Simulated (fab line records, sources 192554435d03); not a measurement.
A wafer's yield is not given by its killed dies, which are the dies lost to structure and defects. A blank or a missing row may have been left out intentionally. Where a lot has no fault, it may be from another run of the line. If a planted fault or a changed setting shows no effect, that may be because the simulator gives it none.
Matching of chambers | flow n5Finfet | N5_BEOL_M4_PECVD_72 on pecvd-01 has 3 sister chambers
The step deposits SiO2 from TEOS/O2, target thk 16 nm, time 18 s. 6 wafers are shown with their chamber, then 10 later ones without.

## WAFERS PAIRED WITH THEIR CHAMBERS
wafer  | chamber | throttleValvePct (%) | showerheadPlenumPTorr (Torr)
L086.5 | 2       | 22.4                 | 8.76
L089.2 | 2       | 22.5                 | 8.76
L089.5 | 0       | 21.6                 | 8.76
L089.6 | 1       | 21.1                 | 8.79
L088.1 | 1       | 20.7                 | 8.80
L088.3 | 0       | 21.8                 | 8.74

## WAFERS MISSING THEIR CHAMBER
wafer  | throttleValvePct (%) | showerheadPlenumPTorr (Torr)
L088.6 | 22.6                 | 8.77
L090.2 | 20.7                 | 8.80
L090.5 | 22.7                 | 8.76
L090.6 | 21.0                 | 8.78
L092.2 | 20.7                 | 8.79
L092.3 | 21.6                 | 8.76
L092.5 | 22.1                 | 8.74
L095.3 | 20.6                 | 8.79
L095.4 | 21.9                 | 8.75
L095.5 | 20.7                 | 8.80

## WHICH CHAMBER EACH WENT THROUGH
wafer  | from the rows above     | in truth
L088.6 | 2                       | 2
L090.2 | 1                       | 1
L090.5 | 2                       | 2
L090.6 | 1                       | 1
L092.2 | 1                       | 1
L092.3 | 0                       | 0
L092.5 | can't be placed: 0 or 2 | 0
L095.3 | 1                       | 1
L095.4 | 0                       | 0
L095.5 | 1                       | 1
Placed correctly: 9 of 10. Cannot be placed on the basis of these rows: 1; the candidates contain the true chamber in 1. Number placed wrongly: 0.
How it was worked out, from the rows above alone: a wafer's distance from a chamber is the root of the sum, over the readings, of the square of ((its reading less the chamber's mean) divided by the reading's scatter). The wafer belongs to the nearest chamber; if the next one is less than 2 further off, it can't be placed. The mean given for a chamber averages the wafers shown for that chamber. How the scatter is found: for the shown wafers, subtract from each reading the mean of its chamber, square and add these, divide the total by (wafers less chambers), then take the root.
